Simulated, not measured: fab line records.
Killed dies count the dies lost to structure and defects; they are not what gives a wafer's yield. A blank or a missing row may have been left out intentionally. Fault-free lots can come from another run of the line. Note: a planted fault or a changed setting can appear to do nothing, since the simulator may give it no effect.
fab line records	flow n5-finfet
record lots=5	wafers=15	last-day=21
route steps=1938 shown PASSIVATION@1901
lots untouched by any fault: they come from a run of this same line in which no faults occurred
start-h: hours from the record's first day to the start of the lot's first wafer shown	wait-h: hours since the lot's step before	" repeats the value in the row above	L1.1+2: one row covering several wafers at once	- no value, or no start given	* or withheld: withheld	< > ~ a bound
route shown NAME@n: names a module that has steps shown in the file, with the first one's number in the route	usual: mean/standard deviation of fault-free wafers	same: alike in all rows	chamber/n: place in a boat	sites: readings site by site	_std_site: their standard deviation	_edge_site: inner sites' mean taken away from outer sites' mean	radius-mm: for every site, how far away it sits from the centre of the wafer	mask NAME#n: copy n	behind: the tool/chamber that last shaped the wafer	hold: cause of the lot's hold/its duration in hours/its outcome	device: names the non-switching transistor (n, p or np)	end of line: the tests these same wafers got at the end of their route	for a step that has no rows: nothing shown but its recipe	killed: dies lost to structure and defects at the first sort, not the wafer's yield	map: per-die view of a wafer (x killed, . not killed, _ where there is no die)
set.NAME: setting as actually run; set.NAME@STEP: the setting as run at that earlier step	model.NAME: the simulator's own value behind a step, which no gauge read
lots at selected steps of the route; one table per step, one row per wafer
services: when a tool's chamber went out of use (start-h, in hours from the record's first day, below 0 if earlier), for how many hours, and the reason
## steps
# step N5_PASSIVATION_EXPOSE_27
# recipe mask-id=PAD	na=0.55	source-shape=conventional	sigma-outer=0.8	polarization=unpolarized	defocus-nm=0	dose-mj=32.3
# step N5_PASSIVATION_PEB_28
# recipe peb-temp-c=withheld	peb-time-s=*
# step N5_PASSIVATION_DEVELOP_29
# recipe develop-time-s=60	rinse-liquid=diw	dry=air-spin	dev-temp-c=21
# step N5_PASSIVATION_HARDBAKE_31
# recipe temp-c=130	time-s=120
# step N5_PASSIVATION_CD_MEAS_30
# recipe target-cd-nm=4000	landing-energy-ev=500	detector=se-inlens	polarity=opening
# usual cd-nm=3998.7/2.4
lot.wafer	tool	chamber	start-h	wait-h	cd-nm
L638.1	cd-sem-03	0	365.45	-	4003.5
L638.5	"	0	"	"	4003.9
L638.6	"	0	"	"	4001.0
L639.1	cd-sem-02	0	365.78	-	4001.8
L639.3	"	0	"	"	3999.2
L639.5	"	0	"	"	3998.5
L643.1	cd-sem-03	0	389.99	-	3998.2
L643.3	"	0	"	"	3998.8
L643.6	"	0	"	"	3998.6
L658.3	cd-sem-01	0	490.55	-	3996.6
L658.4	"	0	"	"	3998.7
L658.5	"	0	"	"	3999.1
L660.1	cd-sem-01	0	501.23	-	3996.6
L660.2	"	0	"	"	3995.2
L660.3	"	0	"	"	3996.2
# step N5_PASSIVATION_OVL_MEAS_63
# recipe points-per-wafer=44
# usual PAD_OVL=-1/4.6
lot.wafer	tool	chamber	start-h	wait-h	PAD_OVL[nm]
L638.1	overlay-02	0	365.48	0.0	-8
L638.5	"	0	"	"	-4
L638.6	"	0	"	"	-1
L639.1	overlay-02	0	365.81	0.0	-2
L639.3	"	0	"	"	-4
L639.5	"	0	"	"	-2
L643.1	overlay-02	0	390.02	0.0	1
L643.3	"	0	"	"	0
L643.6	"	0	"	"	4
L658.3	overlay-02	0	490.58	0.0	-11
L658.4	"	0	"	"	-11
L658.5	"	0	"	"	-3
L660.1	overlay-02	0	501.26	0.0	3
L660.2	"	0	"	"	-6
L660.3	"	0	"	"	-3
# step N5_PASSIVATION_INSPECT_64
# recipe mode=adi	inspect-instrument=macro
# usual raw-defect-count=1.9/1.4
lot.wafer	tool	chamber	start-h	wait-h	raw-defect-count
L638.1	defect-inspect-02	-	365.51	0.0	1
L638.5	"	-	"	"	1
L638.6	"	-	"	"	2
L639.1	defect-inspect-02	-	365.84	0.0	0
L639.3	"	-	"	"	0
L639.5	"	-	"	"	1
L643.1	defect-inspect-02	-	390.04	0.0	3
L643.3	"	-	"	"	2
L643.6	"	-	"	"	2
L658.3	defect-inspect-02	-	490.60	0.0	5
L658.4	"	-	"	"	1
L658.5	"	-	"	"	2
L660.1	defect-inspect-01	-	501.28	0.0	0
L660.2	"	-	"	"	5
L660.3	"	-	"	"	4
# step N5_PASSIVATION_DESCUM_32
# recipe chemistry=O2	time-s=7.9	source-power-w=50	bias-power-w=20	pressure-mtorr=20	rf-frequency-hz=2.712e+07	temp-c=40	o2-flow-sccm=225
# step N5_PASSIVATION_AL_ETCH_33
# recipe chemistry=Cl2/BCl3	target-depth-a=28000	over-etch-frac=0.15	Cl2_flow_sccm=180	bcl3-flow-sccm=60	target=Al	stop-on=TaN	time-s=466.7	ion-energy-ev=100	pressure-mtorr=10	icp-w=900	bias-w=100
# step N5_PASSIVATION_ETCH_59
# recipe chemistry=Cl2/BCl3	target=TaN	target-depth-a=650	time-s=34.9	ion-energy-ev=100	pressure-mtorr=10	icp-w=900	bias-w=100	Cl2_flow_sccm=60	bcl3-flow-sccm=30
# usual bias-w=100.05/0.28	drypump-motor-current-A=6.2/0.43	oes-product-au=0.85/0.055	throttle-valve-pct=20.99/0.23
lot.wafer	tool	chamber	start-h	wait-h	bias-w	drypump-motor-current-A	oes-product-au	rf-hours-counter-h	throttle-valve-pct
L638.1	rie-metal-01	0	366.03	0.3	100.30	6.0	0.83	21	21.04
L638.5	"	1	"	"	100.00	6.7	0.90	-	21.34
L638.6	"	0	"	"	100.45	6.0	0.83	-	21.06
L639.1	rie-metal-02	0	366.36	0.3	100.20	6.6	0.89	15	20.78
L639.3	"	1	"	"	100.11	5.7	0.82	-	21.03
L639.5	"	0	"	"	100.09	6.6	0.89	-	20.78
L643.1	rie-metal-03	1	390.57	0.3	99.93	5.6	0.69	95	20.71
L643.3	"	1	"	"	100.05	5.5	0.68	-	20.71
L643.6	"	0	"	"	100.28	6.2	0.85	-	21.02
L658.3	rie-metal-02	0	491.16	0.2	100.30	6.6	0.84	-	20.84
L658.4	"	1	"	"	100.12	5.7	0.78	-	21.08
L658.5	"	1	"	"	100.28	5.7	0.79	-	21.08
L660.1	rie-metal-02	0	501.93	0.3	99.48	6.6	0.84	28	20.82
L660.2	"	1	"	"	100.09	5.7	0.78	40	21.08
L660.3	"	0	"	"	99.45	6.6	0.85	-	20.82
# step N5_PASSIVATION_STRIP_34
# recipe chemistry=O2	power-w=600	temp-c=60	pressure-mtorr=30	rf-frequency-hz=6e+07	bias-power-w=0	overash-fraction=2	o2-flow-sccm=225
# usual drypump-motor-current-A=5.68/0.2	oes-product-au=0.79/0.077	rf-vpp-V=3.5/1.4	showerhead-plenum-p-Torr=2.05/0.067	throttle-valve-pct=16.67/0.25
lot.wafer	tool	chamber	start-h	wait-h	drypump-motor-current-A	oes-product-au	rf-hours-counter-h	rf-vpp-V	showerhead-plenum-p-Torr	throttle-valve-pct
L638.1	rie-diel-03	3	366.14	0.1	5.67	0.73	192	4.7	1.96	16.55
L638.5	"	3	"	"	5.70	0.73	-	4.0	1.96	16.53
L638.6	"	2	"	"	5.94	0.69	-	3.9	2.14	16.83
L639.1	rie-diel-01	0	366.47	0.1	5.72	0.78	154	3.9	2.00	16.64
L639.3	"	3	"	"	5.92	0.86	51	6.3	2.02	16.19
L639.5	"	0	"	"	5.74	0.77	-	4.8	2.00	16.64
L643.1	rie-diel-03	3	390.73	0.1	5.63	0.72	201	4.8	1.96	16.57
L643.3	"	1	"	"	5.79	0.73	195	4.9	2.00	16.98
L643.6	"	0	"	"	5.53	0.89	-	3.1	2.06	16.45
L658.3	rie-diel-04	2	491.24	0.1	5.42	0.83	87	3.5	2.12	16.59
L658.4	"	2	"	"	5.40	0.82	-	3.6	2.12	16.59
L658.5	"	1	"	"	5.97	0.79	-	2.3	2.03	16.68
L660.1	rie-diel-03	2	502.05	0.1	5.95	0.90	33	2.8	2.12	16.47
L660.2	"	1	"	"	5.74	0.68	234	4.4	1.99	17.09
L660.3	"	3	"	"	5.62	0.70	247	4.3	1.94	16.67
# step N5_PASSIVATION_STRIP_51
# recipe chemistry=post-etch-residue-remover	time-s=1200	temp-c=72.5
# step N5_PASSIVATION_CLEAN_69
# recipe chemistry=IPA	time-s=180	temp-c=25
lot.wafer	tool	chamber	start-h	wait-h
L638.1+5+6	wet-bench-02	5,1,4	366.58	0.0
L639.1+3+5	wet-bench-01	6,1,5	366.91	0.0
L643.1+3+6	wet-bench-03	5,0,1	391.13	0.0
L658.3+4+5	wet-bench-02	2,3,0	491.64	0.0
L660.1+2+3	wet-bench-03	3,2,4	502.45	0.0
# step N5_PASSIVATION_SRD_70
# recipe dry=ipa-marangoni	time-s=30	temp-c=23	rinse-liquid=diw
# step N5_PASSIVATION_PECVD_53
# recipe material=SiO2	target-thk-a=8000	temp-c=400	precursor=TEOS/O2	pressure-torr=6.5	rf-w=withheld	teos-flow-sccm=withheld	gas=O2	flow-sccm=2650	time-s=169.4
# step N5_PASSIVATION_PECVD_35
# recipe material=SiNx	target-thk-a=7000	temp-c=400	precursor=SiH4/NH3/N2	pressure-torr=4.9	rf-w=1406	time-s=151.3
# usual heater-power-w=382/83	showerhead-plenum-p-Torr=8.66/0.06	throttle-valve-pct=28.8/1.5
lot.wafer	tool	chamber	start-h	wait-h	heater-power-w	showerhead-plenum-p-Torr	throttle-valve-pct
L638.1	pecvd-02	2	366.79	0.1	537	8.63	27.3
L638.5	"	2	"	"	381	8.61	27.4
L638.6	"	0	"	"	318	8.65	27.6
L639.1	pecvd-03	1	367.18	0.1	472	8.60	29.9
L639.3	"	0	"	"	321	8.74	31.4
L639.5	"	1	"	"	371	8.58	30.2
L643.1	pecvd-03	1	391.40	0.1	382	8.59	29.8
L643.3	"	1	"	"	418	8.58	29.8
L643.6	"	1	"	"	454	8.59	30.1
L658.3	pecvd-01	0	491.85	0.1	289	8.63	31.4
L658.4	"	1	"	"	403	8.75	26.9
L658.5	"	2	"	"	432	8.68	28.2
L660.1	pecvd-01	1	502.67	0.1	428	8.76	27.1
L660.2	"	2	"	"	437	8.70	28.4
L660.3	"	0	"	"	353	8.64	31.0
# step N5_PASSIVATION_HMDS_37
# recipe time-s=60	temp-c=120
# step N5_PASSIVATION_COAT_38
# recipe spin-rpm=3000	resist-thk-nm=withheld
# step N5_PASSIVATION_EBR_40
# recipe solvent=PGMEA	ebr-width-mm=1.5
# step N5_PASSIVATION_SOFTBAKE_39
# recipe temp-c=110	time-s=120
# step N5_PASSIVATION_EXPOSE_41
# recipe mask-id=PASS_OPEN	na=0.55	defocus-nm=0	source-shape=conventional	sigma-outer=0.8	polarization=unpolarized	target-cd-nm=40000	dose-mj=57.25
# step N5_PASSIVATION_PEB_42
# recipe peb-temp-c=withheld	peb-time-s=*
# step N5_PASSIVATION_DEVELOP_43
# recipe develop-time-s=60	rinse-liquid=diw	dry=air-spin	dev-temp-c=21
# step N5_PASSIVATION_HARDBAKE_45
# recipe temp-c=130	time-s=120
# step N5_PASSIVATION_CD_MEAS_44
# recipe target-cd-nm=40000	landing-energy-ev=500	detector=se-inlens
# usual cd-nm=40002/4.8
lot.wafer	tool	chamber	start-h	wait-h	cd-nm
L638.1	cd-sem-02	0	367.35	-	39998
L638.5	"	0	"	"	39992
L638.6	"	0	"	"	39992
L639.1	cd-sem-03	0	367.66	-	40000
L639.3	"	0	"	"	40006
L639.5	"	0	"	"	40006
L643.1	cd-sem-02	0	391.89	-	40009
L643.3	"	0	"	"	40000
L643.6	"	0	"	"	39997
L658.3	cd-sem-01	0	492.42	-	40004
L658.4	"	0	"	"	40001
L658.5	"	0	"	"	40004
L660.1	cd-sem-01	0	503.10	-	39998
L660.2	"	0	"	"	39993
L660.3	"	0	"	"	39999
# step N5_PASSIVATION_OVL_MEAS_66
# recipe points-per-wafer=44
# usual PASS_OPEN_OVL=0/5.8
lot.wafer	tool	chamber	start-h	wait-h	PASS_OPEN_OVL[nm]
L638.1	overlay-02	0	367.38	0.0	5
L638.5	"	0	"	"	6
L638.6	"	0	"	"	-3
L639.1	overlay-01	0	367.69	0.0	2
L639.3	"	0	"	"	0
L639.5	"	0	"	"	3
L643.1	overlay-01	0	391.92	0.0	-1
L643.3	"	0	"	"	1
L643.6	"	0	"	"	6
L658.3	overlay-02	0	492.45	0.0	-4
L658.4	"	0	"	"	2
L658.5	"	0	"	"	-5
L660.1	overlay-02	0	503.13	0.0	-8
L660.2	"	0	"	"	-8
L660.3	"	0	"	"	5
# step N5_PASSIVATION_DESCUM_46
# recipe chemistry=O2	time-s=7.9	source-power-w=50	bias-power-w=20	pressure-mtorr=20	rf-frequency-hz=2.712e+07	temp-c=40	o2-flow-sccm=225
# usual drypump-motor-current-A=5.70/0.21	oes-product-au=0.79/0.077	rf-vpp-V=242.5/1.2	showerhead-plenum-p-Torr=2.05/0.066	throttle-valve-pct=20.42/0.26
lot.wafer	tool	chamber	start-h	wait-h	drypump-motor-current-A	oes-product-au	rf-hours-counter-h	rf-vpp-V	showerhead-plenum-p-Torr	throttle-valve-pct
L638.1	rie-diel-01	0	367.44	0.0	5.71	0.78	155	240.9	1.99	20.37
L638.5	"	1	"	"	5.52	0.78	-	245.1	2.16	20.40
L638.6	"	0	"	"	5.71	0.78	-	241.6	1.99	20.37
L639.1	rie-diel-03	1	367.80	0.1	5.77	0.72	188	240.7	2.00	20.83
L639.3	"	0	"	"	5.53	0.92	10	242.2	2.06	20.23
L639.5	"	3	"	"	5.66	0.74	-	241.3	1.95	20.18
L643.1	rie-diel-04	0	392.24	0.3	5.87	0.83	81	242.3	2.05	20.69
L643.3	"	3	"	"	5.23	0.69	234	245.2	2.16	20.96
L643.6	"	3	"	"	5.22	0.70	-	243.3	2.16	20.95
L658.3	rie-diel-04	0	493.10	0.6	5.85	0.78	119	241.0	2.03	20.75
L658.4	"	1	"	"	5.95	0.79	-	241.9	2.02	20.37
L658.5	"	0	"	"	5.85	0.79	-	241.2	2.03	20.77
L660.1	rie-diel-03	2	503.28	0.1	5.97	0.88	34	244.0	2.12	20.21
L660.2	"	3	"	"	5.66	0.70	247	240.2	1.94	20.28
L660.3	"	1	"	"	5.78	0.68	234	242.3	1.98	20.86
# step N5_PASSIVATION_PASS_ETCH_47
# recipe chemistry=CF4/O2	target=SiNx	target-depth-a=7700	time-s=385	ion-energy-ev=100	pressure-mtorr=40	source-w=535	bias-w=49	Ar_flow_sccm=100	cf4-flow-sccm=100	O2_flow_sccm=10
# step N5_PASSIVATION_ETCH_54
# recipe chemistry=CHF3/O2	target=SiO2	target-depth-a=8800	CHF3_flow_sccm=50	O2_flow_sccm=5	Ar_flow_sccm=200	time-s=440	mask-material=PR	pressure-mtorr=30	source-w=650	bias-w=170	ion-energy-ev=200
# step N5_PASSIVATION_STRIP_48
# recipe chemistry=O2	power-w=600	temp-c=60	pressure-mtorr=30	rf-frequency-hz=6e+07	bias-power-w=0	overash-fraction=0.5	o2-flow-sccm=225
# usual drypump-motor-current-A=5.70/0.21	oes-product-au=0.79/0.076	rf-vpp-V=3.7/2.7	showerhead-plenum-p-Torr=2.05/0.066	throttle-valve-pct=16.66/0.23
lot.wafer	tool	chamber	start-h	wait-h	drypump-motor-current-A	oes-product-au	rf-hours-counter-h	rf-vpp-V	showerhead-plenum-p-Torr	throttle-valve-pct
L638.1	rie-diel-01	0	367.99	0.1	5.75	0.76	155	5.9	2.00	16.68
L638.5	"	1	"	"	5.55	0.74	-	5.5	2.16	16.63
L638.6	"	0	"	"	5.73	0.78	-	4.0	2.00	16.68
L639.1	rie-diel-03	1	368.36	0.1	5.79	0.74	188	1.8	2.00	16.95
L639.3	"	0	"	"	5.54	0.90	10	0.8	2.07	16.50
L639.5	"	3	"	"	5.65	0.72	-	1.0	1.96	16.48
L643.1	rie-diel-04	0	392.79	0.1	5.85	0.83	81	3.6	2.05	16.86
L643.3	"	3	"	"	5.22	0.71	235	3.7	2.16	17.19
L643.6	"	3	"	"	5.23	0.70	-	4.9	2.16	17.16
L658.3	rie-diel-04	0	493.65	0.1	5.77	0.76	120	0.0	2.04	16.97
L658.4	"	1	"	"	5.85	0.78	-	0.4	2.03	16.63
L658.5	"	0	"	"	5.88	0.78	-	3.7	2.04	16.92
L660.1	rie-diel-03	2	503.83	0.1	5.93	0.89	34	4.0	2.12	16.44
L660.2	"	3	"	"	5.62	0.70	248	2.0	1.94	16.60
L660.3	"	1	"	"	5.77	0.70	235	1.8	1.99	16.93
# step N5_PASSIVATION_STRIP_52
# recipe chemistry=post-etch-residue-remover	time-s=1200	temp-c=72.5
# step N5_PASSIVATION_CLEAN_71
# recipe chemistry=IPA	time-s=180	temp-c=25
# step N5_PASSIVATION_SRD_72
# recipe dry=ipa-marangoni	time-s=30	temp-c=23	rinse-liquid=diw
# step N5_PASSIVATION_ANNEAL_56
# recipe temp-c=400	time-s=1800	ambient=FGA	idle-temp-c=300	ramp-up-c-per-min=5	ramp-down-c-per-min=3
# step N5_PASSIVATION_PROBE_49
# usual defect-limited-yield=90.9/1.6	killed_at_M0_to_M3=37/11	killed_at_M4_up=15/5.6	killed-at-contacts=13/6.4	killed-at-front-end=39/11	killed-at-other=4/3.1	killed-dies=107/19	killed-on-rim=14/4.3	killed-open=71/14	killed-short=34/7.8	sort_bin_5_function=5.3/1	sort_bin_6_memory=3.4/0.72	sort-n-pass=1072/20	sort-yield-pct=90.9/1.7
# same gross-dies=1180	killed-at-back-side=0	sort_bin_4_leakage[%]=0	sort_bin_8_speed[%]=0
lot.wafer	tool	chamber	start-h	wait-h	defect-limited-yield[%]	killed_at_M0_to_M3	killed_at_M4_up	killed-at-contacts	killed-at-front-end	killed-at-other	killed-dies	killed-on-rim	killed-open	killed-short	sort_bin_5_function[%]	sort_bin_6_memory[%]	sort-n-pass	sort-yield-pct[%]
L638.1	prober-01	-	370.48	0.0	90.8	35	24	5	43	1	108	19	72	32	5.4	3.4	1072	90.8
L638.5	prober-01	-	370.68	0.2	92.5	32	11	9	32	4	88	6	47	40	4.4	2.6	1092	92.5
L638.6	prober-01	-	370.73	0.3	90.6	32	12	11	55	1	111	21	55	42	4.7	3.7	1069	90.6
L639.1	prober-02	-	370.90	0.0	93.2	38	9	4	28	1	80	11	48	30	4.2	2.2	1100	93.2
L639.3	prober-02	-	371.00	0.1	93.7	35	13	2	23	1	74	12	47	20	3.3	2.5	1106	93.7
L639.5	prober-02	-	371.10	0.2	91.5	33	18	6	42	1	100	10	67	28	4.6	3.5	1080	91.5
L643.1	prober-02	-	395.28	0.0	92.3	23	18	27	21	2	91	14	64	25	4.3	3.0	1089	92.3
L643.3	prober-02	-	395.38	0.1	93.8	26	14	4	27	2	73	19	47	23	3.1	3.0	1107	93.8
L643.6	prober-02	-	395.53	0.3	92.5	34	15	21	14	4	88	15	64	21	4.6	2.7	1092	92.5
L658.3	prober-02	-	496.27	0.1	91.1	32	18	16	30	9	105	14	78	24	5.0	3.6	1075	91.1
L658.4	prober-02	-	496.32	0.2	92.3	28	10	8	43	2	91	18	61	29	4.4	3.0	1089	92.3
L658.5	prober-02	-	496.37	0.2	85.9	48	12	11	31	64	166	31	72	39	8.6	4.0	1014	85.9
L660.1	prober-02	-	506.77	0.5	91.4	41	4	10	45	2	102	7	65	36	4.7	3.6	1078	91.4
L660.2	prober-02	-	506.82	0.5	88.4	66	19	5	45	2	137	20	79	56	6.5	4.6	1043	88.4
L660.3	prober-02	-	506.87	0.6	89.7	57	10	9	44	2	122	18	80	37	5.3	4.4	1058	89.7
# killed by level:class
L638.1 BEOL_M4:geometric-particle:open=12 BEOL_M2:geometric-particle:open=10 STI_FIN_REVEAL:geometric-particle:open=9 BEOL_M0_SAQP:geometric-particle:short=7 BEOL_M1:geometric-particle:open=7 BEOL_M0_SAQP:geometric-particle:open=6 FIN_SAQP:geometric-particle:short=5 STARTING-WAFER:geometric-particle:open=5
L638.5 BEOL_M3:geometric-particle:open=10 MOL_CONTACT_COAG:geometric-particle:open=7 BEOL_M0_SAQP:geometric-particle:short=7 STI_FIN_REVEAL:geometric-particle:short=5 GATE_CUT:geometric-particle:short=5 FIN_SAQP:geometric-particle:short=4 BEOL_M5:geometric-particle:open=4 BEOL_M2:geometric-particle:open=4
L638.6 FIN_SAQP:geometric-particle:short=14 BEOL_M4:geometric-particle:open=8 FIN_SAQP:geometric-particle:open=7 MOL_CONTACT_COAG:geometric-particle:open=7 BEOL_M0_SAQP:geometric-particle:open=7 BEOL_M0_SAQP:geometric-particle:short=7 HKMG_FIN:area-etch=7 GATE_CUT:geometric-particle:short=6
L639.1 BEOL_M1:geometric-particle:open=8 BEOL_M3:geometric-particle:open=8 BEOL_M0_SAQP:geometric-particle:open=6 FIN_SAQP:geometric-particle:open=5 BEOL_M2:geometric-particle:open=5 SPACER0:geometric-particle:short=4 GATE_CUT:geometric-particle:short=4 DUMMY_GATE:geometric-particle:open=3
L639.3 BEOL_M3:geometric-particle:open=7 BEOL_M4:geometric-particle:open=7 BEOL_M2:geometric-particle:open=6 FIN_SAQP:geometric-particle:open=4 BEOL_M0_SAQP:geometric-particle:open=4 BEOL_M0_SAQP:geometric-particle:short=4 BEOL_M3:geometric-particle:short=4 STI_FIN_REVEAL:geometric-particle:open=3
L639.5 FIN_SAQP:geometric-particle:open=7 DUMMY_GATE:geometric-particle:open=7 BEOL_M1:geometric-particle:open=7 BEOL_M2:geometric-particle:open=6 BEOL_M3:geometric-particle:open=6 STI_FIN_REVEAL:geometric-particle:open=5 BEOL_M0:geometric-particle:short=5 BEOL_M4:geometric-particle:open=5
L643.1 MOL_CONTACT_COAG:geometric-particle:open=24 BEOL_M4:geometric-particle:open=10 FIN_SAQP:geometric-particle:open=7 BEOL_M0_SAQP:geometric-particle:short=6 BEOL_M0_SAQP:geometric-particle:open=4 STI_FIN_REVEAL:geometric-particle:open=3 MOL_CONTACT_COAG:geometric-particle:short=3 BEOL_M1:geometric-particle:open=3
L643.3 FIN_SAQP:geometric-particle:open=6 STI_FIN_REVEAL:geometric-particle:open=5 BEOL_M0_SAQP:geometric-particle:short=5 BEOL_M4:geometric-particle:open=5 BEOL_M0:geometric-particle:open=4 FIN_SAQP:geometric-particle:short=3 MOL_CONTACT_COAG:geometric-particle:open=3 BEOL_M1:geometric-particle:open=3
L643.6 MOL_CONTACT_COAG:geometric-particle:open=17 BEOL_M4:geometric-particle:open=10 BEOL_M1:geometric-particle:open=7 BEOL_M0_SAQP:geometric-particle:short=7 STI_FIN_REVEAL:geometric-particle:open=4 MOL_CONTACT_COAG:geometric-particle:short=4 BEOL_M0_SAQP:geometric-particle:open=4 FIN_SAQP:geometric-particle:open=3
L658.3 MOL_CONTACT_COAG:geometric-particle:open=13 BEOL_M0_SAQP:geometric-particle:open=9 BEOL_M0:geometric-particle:open=7 BEOL_M4:geometric-particle:open=6 MIM_TOP_ETCH:geometric-particle:open=6 BEOL_M3:geometric-particle:open=5 STI_FIN_REVEAL:geometric-particle:open=4 ILD0:geometric-particle:open=4
L658.4 STI_FIN_REVEAL:geometric-particle:open=8 BEOL_M0_SAQP:geometric-particle:open=7 FIN_SAQP:geometric-particle:short=6 MOL_CONTACT_COAG:geometric-particle:open=6 DUMMY_GATE:geometric-particle:open=5 GATE_CUT:geometric-particle:short=5 BEOL_M0_SAQP:geometric-particle:short=5 BEOL_M3:geometric-particle:open=5
L658.5 PASSIVATION:unspecified=54 BEOL_M2:geometric-particle:open=12 STI_FIN_REVEAL:geometric-particle:open=11 BEOL_M0_SAQP:geometric-particle:short=11 BEOL_M0_SAQP:geometric-particle:open=10 MOL_CONTACT_COAG:geometric-particle:open=8 FIN_SAQP:geometric-particle:open=6 BEOL_M3:geometric-particle:open=6
L660.1 FIN_SAQP:geometric-particle:open=20 FIN_SAQP:geometric-particle:short=10 BEOL_M0_SAQP:geometric-particle:open=9 MOL_CONTACT_COAG:geometric-particle:open=8 BEOL_M0_SAQP:geometric-particle:short=7 BEOL_M2:geometric-particle:short=7 BEOL_M2:geometric-particle:open=6 BEOL_M1:geometric-particle:open=5
L660.2 BEOL_M0_SAQP:geometric-particle:short=24 FIN_SAQP:geometric-particle:open=18 BEOL_M0_SAQP:geometric-particle:open=15 FIN_SAQP:geometric-particle:short=13 BEOL_M1:geometric-particle:open=8 BEOL_M3:geometric-particle:open=8 BEOL_M4:geometric-particle:open=5 BEOL_M0:geometric-particle:open=5
L660.3 BEOL_M0_SAQP:geometric-particle:open=16 BEOL_M2:geometric-particle:open=14 BEOL_M0_SAQP:geometric-particle:short=12 FIN_SAQP:geometric-particle:open=10 STI_FIN_REVEAL:geometric-particle:open=9 FIN_SAQP:geometric-particle:short=8 MOL_CONTACT_COAG:geometric-particle:open=7 STARTING-WAFER:geometric-particle:short=7
# map L658.5 (x killed, . not)
_________________...x........________________
______________...x.............._____________
___________.....xx......x..........__________
__________....x.x.x......x......x..x_________
________.........x..x................x_______
_______............................x...______
______x......x.........x............x..._____
_____............................x.......____
____.....x......x..................x......___
___....................................x..x__
___...xx................x..................__
__.x........x.x.............x...........x..._
__.....xx............x...x............x....._
_.x.x..............x.........x..............x
_........x.....x.....................x.......
_.x.....x....x.........x.....................
_.....x.......xx.........x.........x........x
_xx.xx......x..x..x..................x.x.....
_..x..............................x.x...x....
_..................x.................x...xxxx
_.x...........x.....x.......x.....x....xxxxxx
__..x................x....x..........x.xxxxx_
__..x..............x.................xxxxxxx_
___.x...x...x.............xx.......x.xxxxxx__
___..................................xxxxxx__
____...xx........xx..x......x......xxxxxxx___
_____...x........x...........x........xxx____
______....x........x..........x....x.xxx_____
_______.....x.....x..x....x.x.....x.x.x______
________....................x....x..x._______
__________......x....x.............._________
___________..............x.........__________
______________.....xx........x.._____________
_________________..........x.________________
# map L638.6 (x killed, . not)
_________________.....x..x...________________
______________..x.........x...x._____________
___________......x...xx..........x.__________
__________..............x..x.x......_________
________...x...x..x..................._______
_______............x...........x......x______
______......................x.......x..._____
_____.............x..................x..x____
____.xx.............x...................xx___
___..x............x..x...............x.....__
___.......x..............x......x..........__
__........xx...x...........................x_
__.....xx........x.x..x.....x..............x_
_x.........x.....x.......x.x.....x...x...x...
_..................x.........................
_..................................x.........
_xx.....xx..................................x
_...x............x....x..x..................x
_..........x......x....................x.x...
_....x.x.....................................
_x.......x............x.......x.........x...x
__...x.x.......x.......x...................._
__.x...........................x............_
___.......x............x.....x.............__
___..x...............x.....xx.....x........__
____.......x......x........x..............___
_____....x...............................____
______xx...........x...................._____
_______.........................x.x....______
________..............x.....x........._______
__________..........x..............._________
___________....x...x.......x.xx....__________
______________........x...x....._____________
_________________............________________
## services
tool	chamber	start-h	hours	kind
pecvd-03	1	352.44	2.7	repair
pecvd-03	2	366.94	2.1	scheduled-down
pecvd-02	1	383.62	-	clean
pecvd-02	1	383.62	-	consumable-replace:showerhead
pecvd-02	1	383.62	29.0	scheduled-down
rie-diel-03	2	390.73	-	clean
rie-diel-03	2	390.73	-	consumable-replace:focus-ring
rie-diel-03	2	390.73	25.9	scheduled-down
rie-diel-03	2	390.73	25.9	vent-cycle
pecvd-03	2	391.13	5.5	scheduled-down
pecvd-02	2	391.50	18.6	repair
rie-diel-01	0	394.03	3.4	repair
rie-diel-04	3	403.00	26.1	repair
rie-diel-01	1	409.37	8.5	repair
rie-diel-03	1	417.77	8.0	repair
rie-diel-01	2	426.22	-	clean
rie-diel-01	2	426.22	-	consumable-replace:focus-ring
rie-diel-01	2	426.22	24.0	scheduled-down
rie-diel-01	2	426.22	24.0	vent-cycle
pecvd-03	-	434.29	2.4	repair
rie-diel-03	2	439.39	1.4	repair
pecvd-01	-	447.47	14.6	pm
rie-diel-04	3	476.30	4.0	repair
wet-bench-02	-	486.10	0.5	repair
## key
first-sign step=N5_PASSIVATION_PROBE_49	reading=killed-at-other	direction=up	sigmas=20	usual=4	struck=64
effect step=N5_PASSIVATION_PROBE_49	reading=defect-limited-yield	direction=down	sigmas=3.1	usual=90.9	struck=85.9
more-kills-born-at N5_PASSIVATION_CLEAN_69@wet-bench-02=54
met-at N5_PASSIVATION_CLEAN_69
struck-wafers L658.5
fault kind=chamber-particle-source	tool=wet-bench-02	chamber=0	onset-h=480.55	steps=N5_PASSIVATION_CLEAN_69	rate-per-visit-cm2=0.54344	end-h=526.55
